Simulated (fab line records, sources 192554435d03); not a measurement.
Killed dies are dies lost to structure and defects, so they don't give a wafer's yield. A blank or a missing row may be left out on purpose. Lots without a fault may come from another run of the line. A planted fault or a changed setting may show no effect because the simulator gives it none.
Which tool did it? | flow n5_finfet | 24 lots, 72 wafers sampled, at 6 steps of a route of 1938

WHAT THE GAUGES READ, wafer by wafer
N5_BEOL_M8_THK_MEAS_53: measures by xrf. Usual: M8_THK 80.3 nm, standard deviation 2.4.
lot  | measured     | on            | M8_THK (nm)    | flag
L074 | day 8 23:46  | film_metro-01 | 85.6 80.1 79.6 |
L076 | day 9 04:05  | film_metro-01 | 80.4 78.0 79.0 |
L075 | day 9 04:24  | film_metro-01 | 81.2 79.6 76.5 |
L077 | day 10 00:37 | film_metro-02 | 81.5 84.0 79.9 |
L078 | day 10 09:57 | film_metro-02 | 77.9 81.4 78.0 |
L079 | day 10 10:19 | film_metro-01 | 80.6 76.9 82.4 |
L080 | day 10 10:51 | film_metro-01 | 81.9 78.6 77.5 |
L081 | day 10 21:37 | film_metro-01 | 80.5 80.6 76.0 |
L083 | day 11 03:23 | film_metro-01 | 79.9 78.0 81.8 |
L082 | day 11 06:56 | film_metro-02 | 79.4 78.2 83.3 |
L084 | day 11 07:16 | film_metro-02 | 81.4 81.0 78.7 |
L085 | day 11 20:32 | film_metro-02 | 78.7 77.0 79.9 |
L086 | day 12 03:36 | film_metro-02 | 84.9 79.0 77.7 |
L087 | day 12 09:10 | film_metro-01 | 83.9 80.3 83.2 |
L088 | day 12 16:29 | film_metro-02 | 79.4 78.6 84.1 |
L090 | day 12 16:46 | film_metro-02 | 79.3 81.7 79.5 |
L091 | day 13 00:47 | film_metro-01 | 83.4 78.4 78.1 |
L089 | day 13 02:03 | film_metro-02 | 79.9 82.1 79.9 |
L092 | day 13 08:32 | film_metro-02 | 78.0 81.5 76.8 |
L093 | day 13 13:59 | film_metro-01 | 80.2 80.3 86.5 |
L094 | day 13 17:11 | film_metro-01 | 79.1 83.6 85.0 |
L095 | day 13 22:56 | film_metro-01 | 75.5 80.5 76.1 |
L096 | day 14 18:04 | film_metro-02 | 82.0 81.3 81.3 |
L097 | day 15 03:54 | film_metro-01 | 79.3 84.5 83.0 |

N5_BEOL_M9_CD_MEAS_11: target cd 64.1 nm. Usual: cd_nm 64.1 nm, standard deviation 0.58.
lot  | measured     | on        | cd_nm (nm)     | flag
L074 | day 9 02:10  | cd_sem-03 | 63.8 64.1 65.2 |
L076 | day 9 07:50  | cd_sem-01 | 63.9 63.8 64.7 |
L075 | day 9 08:28  | cd_sem-02 | 64.2 64.1 63.4 |
L077 | day 10 02:26 | cd_sem-02 | 64.7 65.0 64.7 |
L078 | day 10 12:05 | cd_sem-01 | 63.8 64.5 63.4 |
L079 | day 10 12:19 | cd_sem-01 | 63.5 63.4 63.9 |
L080 | day 10 12:29 | cd_sem-02 | 64.1 63.4 64.4 |
L081 | day 11 01:50 | cd_sem-03 | 64.6 65.0 65.0 |
L083 | day 11 05:23 | cd_sem-01 | 65.1 64.3 64.8 |
L082 | day 11 09:56 | cd_sem-01 | 64.6 64.1 64.9 |
L084 | day 11 10:07 | cd_sem-02 | 63.7 64.7 64.0 |
L085 | day 11 23:23 | cd_sem-03 | 62.5 63.4 63.7 |
L086 | day 12 06:31 | cd_sem-01 | 64.5 64.4 64.1 |
L087 | day 12 10:46 | cd_sem-01 | 64.1 63.9 63.9 |
L088 | day 12 18:59 | cd_sem-01 | 64.1 63.3 64.1 |
L090 | day 12 19:21 | cd_sem-03 | 64.3 64.5 64.8 |
L091 | day 13 03:21 | cd_sem-02 | 63.8 64.0 63.7 |
L089 | day 13 04:34 | cd_sem-03 | 63.1 63.5 63.3 |
L092 | day 13 10:37 | cd_sem-01 | 63.7 63.4 63.8 |
L093 | day 13 15:58 | cd_sem-03 | 64.6 64.3 63.6 |
L094 | day 13 18:50 | cd_sem-02 | 64.8 63.8 63.8 |
L095 | day 14 00:44 | cd_sem-01 | 63.6 63.8 63.5 |
L096 | day 14 20:15 | cd_sem-02 | 64.0 64.8 63.9 |
L097 | day 15 06:01 | cd_sem-03 | 64.7 64.1 64.5 |

N5_BEOL_M9_INSPECT_13: inspects for defects (brightfield). Usual: raw_defect_count 399, standard deviation 100.
lot  | measured     | on                | raw_defect_count | flag
L074 | day 9 02:15  | defect_inspect-02 | 493 419 487      |
L076 | day 9 07:53  | defect_inspect-01 | 444 604 423      |
L075 | day 9 08:32  | defect_inspect-01 | 273 333 403      |
L077 | day 10 02:29 | defect_inspect-02 | 271 211 265      |
L078 | day 10 12:09 | defect_inspect-02 | 338 298 504      |
L079 | day 10 12:22 | defect_inspect-01 | 467 395 337      |
L080 | day 10 12:32 | defect_inspect-01 | 231 296 253      |
L081 | day 11 01:53 | defect_inspect-02 | 472 536 443      |
L083 | day 11 05:26 | defect_inspect-01 | 313 397 430      |
L082 | day 11 10:00 | defect_inspect-02 | 321 488 318      |
L084 | day 11 10:10 | defect_inspect-01 | 366 239 364      |
L085 | day 11 23:26 | defect_inspect-02 | 458 401 455      |
L086 | day 12 06:34 | defect_inspect-02 | 404 423 561      |
L087 | day 12 10:49 | defect_inspect-02 | 605 337 549      |
L088 | day 12 19:02 | defect_inspect-02 | 283 555 407      |
L090 | day 12 19:25 | defect_inspect-01 | 379 348 400      |
L091 | day 13 03:24 | defect_inspect-02 | 245 317 280      |
L089 | day 13 04:37 | defect_inspect-02 | 361 442 431      |
L092 | day 13 10:40 | defect_inspect-02 | 336 423 313      |
L093 | day 13 16:01 | defect_inspect-01 | 300 332 276      |
L094 | day 13 18:53 | defect_inspect-01 | 354 405 445      |
L095 | day 14 00:47 | defect_inspect-02 | 367 386 486      |
L096 | day 14 20:18 | defect_inspect-02 | 401 623 412      |
L097 | day 15 06:04 | defect_inspect-01 | 621 359 440      |

N5_BEOL_M10_THK_MEAS_01. Usual: M10_ILD_THK 266 nm, standard deviation 4.1.
lot  | measured     | on            | M10_ILD_THK (nm) | flag
L074 | day 9 10:22  | film_metro-02 | 268 270 271      |
L076 | day 9 17:28  | film_metro-01 | 262 264 273      |
L075 | day 9 17:36  | film_metro-02 | 266 266 263      |
L077 | day 10 08:35 | film_metro-01 | 259 261 271      |
L078 | day 10 18:22 | film_metro-01 | 270 270 275      |
L079 | day 10 18:16 | film_metro-01 | 264 268 260      |
L080 | day 10 17:47 | film_metro-02 | 262 267 265      |
L081 | day 11 07:45 | film_metro-02 | 264 266 265      |
L083 | day 11 13:32 | film_metro-02 | 274 268 269      |
L082 | day 11 15:08 | film_metro-01 | 273 264 268      |
L084 | day 11 17:18 | film_metro-01 | 265 268 272      |
L085 | day 12 05:10 | film_metro-02 | 264 268 266      |
L086 | day 12 11:24 | film_metro-01 | 265 271 271      |
L087 | day 12 15:06 | film_metro-02 | 256 264 267      |
L088 | day 13 01:14 | film_metro-01 | 264 268 272      |
L090 | day 13 01:43 | film_metro-02 | 268 264 272      |
L091 | day 13 09:09 | film_metro-01 | 264 265 272      |
L089 | day 13 09:38 | film_metro-01 | 264 260 261      |
L092 | day 13 15:41 | film_metro-01 | 262 267 266      |
L093 | day 13 21:00 | film_metro-01 | 267 272 270      |
L094 | day 14 00:01 | film_metro-02 | 267 265 266      |
L095 | day 14 05:51 | film_metro-02 | 268 268 272      |
L096 | day 15 01:20 | film_metro-01 | 266 268 273      |
L097 | day 15 11:28 | film_metro-02 | 257 262 263      |

WHICH TOOL RAN EACH LOT (tool, then ch and the chambers of the sampled wafers, then the start)
lot  | N5_BEOL_M9_VIA_ETCH_34             | N5_BEOL_M10_ILD_DEP_00
L074 | rie_diel-03 ch 0,1,3, day 9 04:21  | pecvd-01 ch 0,1, day 9 09:17
L076 | rie_diel-03 ch 1,2, day 9 12:35    | pecvd-04 ch 0,1,2, day 9 16:52
L075 | rie_diel-05 ch 2,3, day 9 12:11    | pecvd-02 ch 0,1, day 9 16:31
L077 | rie_diel-03 ch 0,3, day 10 05:14   | pecvd-04 ch 0,1,2, day 10 07:59
L078 | rie_diel-05 ch 0,1, day 10 14:40   | pecvd-01 ch 0,2, day 10 17:35
L079 | rie_diel-01 ch 0,1,3, day 10 14:36 | pecvd-02 ch 1,2, day 10 17:28
L080 | rie_diel-03 ch 1,2, day 10 14:10   | pecvd-04 ch 1,2, day 10 17:12
L081 | rie_diel-03 ch 0,1,3, day 11 04:07 | pecvd-02 ch 1,2, day 11 06:41
L083 | rie_diel-05 ch 0,1,2, day 11 08:44 | pecvd-01 ch 0,1,2, day 11 12:29
L082 | rie_diel-01 ch 1,2,3, day 11 11:46 | pecvd-01 ch 0,2, day 11 14:32
L084 | rie_diel-01 ch 0,2,3, day 11 12:20 | pecvd-02 ch 1,2, day 11 16:43
L085 | rie_diel-03 ch 0,1, day 12 01:07   | pecvd-01 ch 1,2, day 12 04:32
L086 | rie_diel-05 ch 0,1,2, day 12 07:40 | pecvd-01 ch 0,2, day 12 10:49
L087 | rie_diel-01 ch 1,3, day 12 12:01   | pecvd-02 ch 0,1,2, day 12 14:31
L088 | rie_diel-03 ch 1,2,3, day 12 20:22 | pecvd-01 ch 0,1,2, day 13 00:39
L090 | rie_diel-03 ch 0,1,3, day 12 20:47 | pecvd-04 ch 0,2, day 13 00:54
L091 | rie_diel-05 ch 0,2,3, day 13 05:26 | pecvd-02 ch 1,2, day 13 08:27
L089 | rie_diel-03 ch 1,2,3, day 13 05:51 | pecvd-04 ch 0,1,2, day 13 08:56
L092 | rie_diel-01 ch 1,3, day 13 12:10   | pecvd-02 ch 0, day 13 15:04
L093 | rie_diel-01 ch 0,3, day 13 17:19   | pecvd-01 ch 0,2, day 13 20:25
L094 | rie_diel-01 ch 0,1,2, day 13 20:29 | pecvd-02 ch 0,1,2, day 13 23:14
L095 | rie_diel-05 ch 1,2, day 14 02:21   | pecvd-02 ch 0,2, day 14 05:16
L096 | rie_diel-01 ch 1,2, day 14 21:53   | pecvd-01 ch 0,2, day 15 00:45
L097 | rie_diel-05 ch 0,3, day 15 07:29   | pecvd-04 ch 0,1,2, day 15 10:53
- N5_BEOL_M9_VIA_ETCH_34: etches SiCOH lowk in C4F6/O2, target depth 182.4 nm, time 68.4 s.
- N5_BEOL_M10_ILD_DEP_00: deposits SiCOH lowk from DEMS/porogen, target thk 308.51 nm, time 58 s.

WHAT THE TOOLS THEMSELVES READ (means of the sampled wafers that have a number; where no wafer has one, the mark that the record gives instead)
N5_BEOL_M9_VIA_ETCH_34. Usual: C4F6_flow_sccm 10.00 sccm, standard deviation 0.03; drypump_motor_current_A 5.6 A, standard deviation 0.53; oes_product_au 0.79 a.u., standard deviation 0.085; rf_vpp_V 660 V, standard deviation 14; showerhead_plenum_p_Torr 2.83 Torr, standard deviation 0.098; throttle_valve_pct 20.81 %, standard deviation 0.22.
lot  | tool        | C4F6_flow_sccm (sccm) | drypump_motor_current_A (A) | oes_product_au (a.u.) | rf_vpp_V (V) | showerhead_plenum_p_Torr (Torr) | throttle_valve_pct (%) | flag
L074 | rie_diel-03 | 9.97                  | 5.8                         | 0.76                  | 666          | 2.84                            | 20.87                  |
L076 | rie_diel-03 | 9.98                  | 5.8                         | 0.84                  | 665          | 2.75                            | 20.75                  |
L075 | rie_diel-05 | 9.97                  | 6.4                         | 0.77                  | 669          | 2.94                            | 20.41                  |
L077 | rie_diel-03 | 10.01                 | 5.7                         | 0.71                  | 672          | 2.86                            | 21.01                  |
L078 | rie_diel-05 | 10.00                 | 5.9                         | 0.79                  | 653          | 2.87                            | 20.69                  |
L079 | rie_diel-01 | 10.02                 | 5.3                         | 0.79                  | 656          | 2.82                            | 20.92                  |
L080 | rie_diel-03 | 10.00                 | 5.4                         | 0.79                  | 661          | 2.75                            | 20.84                  |
L081 | rie_diel-03 | 10.02                 | 5.8                         | 0.75                  | 666          | 2.84                            | 20.88                  |
L083 | rie_diel-05 | 10.04                 | 6.1                         | 0.79                  | 654          | 2.85                            | 20.61                  |
L082 | rie_diel-01 | 9.97                  | 5.4                         | 0.84                  | 666          | 2.79                            | 20.96                  |
L084 | rie_diel-01 | 10.00                 | 5.1                         | 0.84                  | 655          | 2.79                            | 20.94                  |
L085 | rie_diel-03 | 10.01                 | 6.0                         | 0.76                  | 678          | 2.80                            | 20.95                  |
L086 | rie_diel-05 | 10.00                 | 6.1                         | 0.77                  | 654          | 2.85                            | 20.62                  |
L087 | rie_diel-01 | 10.02                 | 5.7                         | 0.78                  | 666          | 2.82                            | 20.96                  |
L088 | rie_diel-03 | 10.02                 | 5.5                         | 0.83                  | 656          | 2.80                            | 20.72                  |
L090 | rie_diel-03 | 10.01                 | 5.8                         | 0.83                  | 666          | 2.83                            | 20.76                  |
L091 | rie_diel-05 | 9.98                  | 6.1                         | 0.74                  | 660          | 2.83                            | 20.64                  |
L089 | rie_diel-03 | 9.99                  | 5.5                         | 0.83                  | 657          | 2.80                            | 20.73                  |
L092 | rie_diel-01 | 10.03                 | 5.5                         | 0.72                  | 658          | 2.76                            | 20.97                  |
L093 | rie_diel-01 | 10.00                 | 5.2                         | 0.72                  | 647          | 2.76                            | 20.96                  |
L094 | rie_diel-01 | 10.01                 | 5.2                         | 0.85                  | 663          | 2.83                            | 20.97                  |
L095 | rie_diel-05 | 10.05                 | 6.5                         | 0.78                  | 663          | 2.94                            | 20.44                  |
L096 | rie_diel-01 | 10.00                 | 5.3                         | 0.87                  | 672          | 2.81                            | 20.99                  |
L097 | rie_diel-05 | 10.00                 | 5.6                         | 0.79                  | 651          | 2.72                            | 20.74                  |

N5_BEOL_M10_ILD_DEP_00. Usual: heater_power_w 310 W, standard deviation 52; showerhead_plenum_p_Torr 5.734 Torr, standard deviation 0.014; throttle_valve_pct 14.0 %, standard deviation 1.1.
lot  | tool     | heater_power_w (W) | showerhead_plenum_p_Torr (Torr) | throttle_valve_pct (%) | flag
L074 | pecvd-01 | 319                | 5.736                           | 14.9                   |
L076 | pecvd-04 | 299                | 5.722                           | 14.2                   |
L075 | pecvd-02 | 340                | 5.726                           | 14.1                   |
L077 | pecvd-04 | 318                | 5.729                           | 14.2                   |
L078 | pecvd-01 | 332                | 5.739                           | 13.4                   |
L079 | pecvd-02 | 307                | 5.740                           | 13.3                   |
L080 | pecvd-04 | 364                | 5.737                           | 13.7                   |
L081 | pecvd-02 | 285                | 5.737                           | 13.2                   |
L083 | pecvd-01 | 308                | 5.738                           | 14.0                   |
L082 | pecvd-01 | 287                | 5.742                           | 13.2                   |
L084 | pecvd-02 | 346                | 5.744                           | 13.8                   |
L085 | pecvd-01 | 256                | 5.734                           | 13.6                   |
L086 | pecvd-01 | 306                | 5.742                           | 13.2                   |
L087 | pecvd-02 | 304                | 5.741                           | 13.6                   |
L088 | pecvd-01 | 317                | 5.733                           | 14.1                   |
L090 | pecvd-04 | 290                | 5.715                           | 13.7                   |
L091 | pecvd-02 | 283                | 5.748                           | 13.3                   |
L089 | pecvd-04 | 307                | 5.729                           | 14.3                   |
L092 | pecvd-02 | 345                | 5.725                           | 14.0                   |
L093 | pecvd-01 | 303                | 5.740                           | 13.5                   |
L094 | pecvd-02 | 323                | 5.735                           | 13.7                   |
L095 | pecvd-02 | 285                | 5.724                           | 13.2                   |
L096 | pecvd-01 | 334                | 5.743                           | 13.6                   |
L097 | pecvd-04 | 329                | 5.726                           | 14.3                   |

THE ANSWER, worked out from the rows above alone
Rule: a lot is off if the mean of its wafers that have a number lies more than 3 standard deviations from the usual mean. A lot without any number at a reading at which 4 lots or more have one is off too. The other lots that the step has rows for count as sound. The gauges are gone through in route order, then the tools' own readings, and for those a lot's mean is taken as printed above. The first step at which some lot is off is used, and at that step the reading that is off furthest; a lot without a number counts as furthest.
No lot is off at any reading shown: from this, nothing can be told.

WHAT THE SIMULATOR HAD PUT IN
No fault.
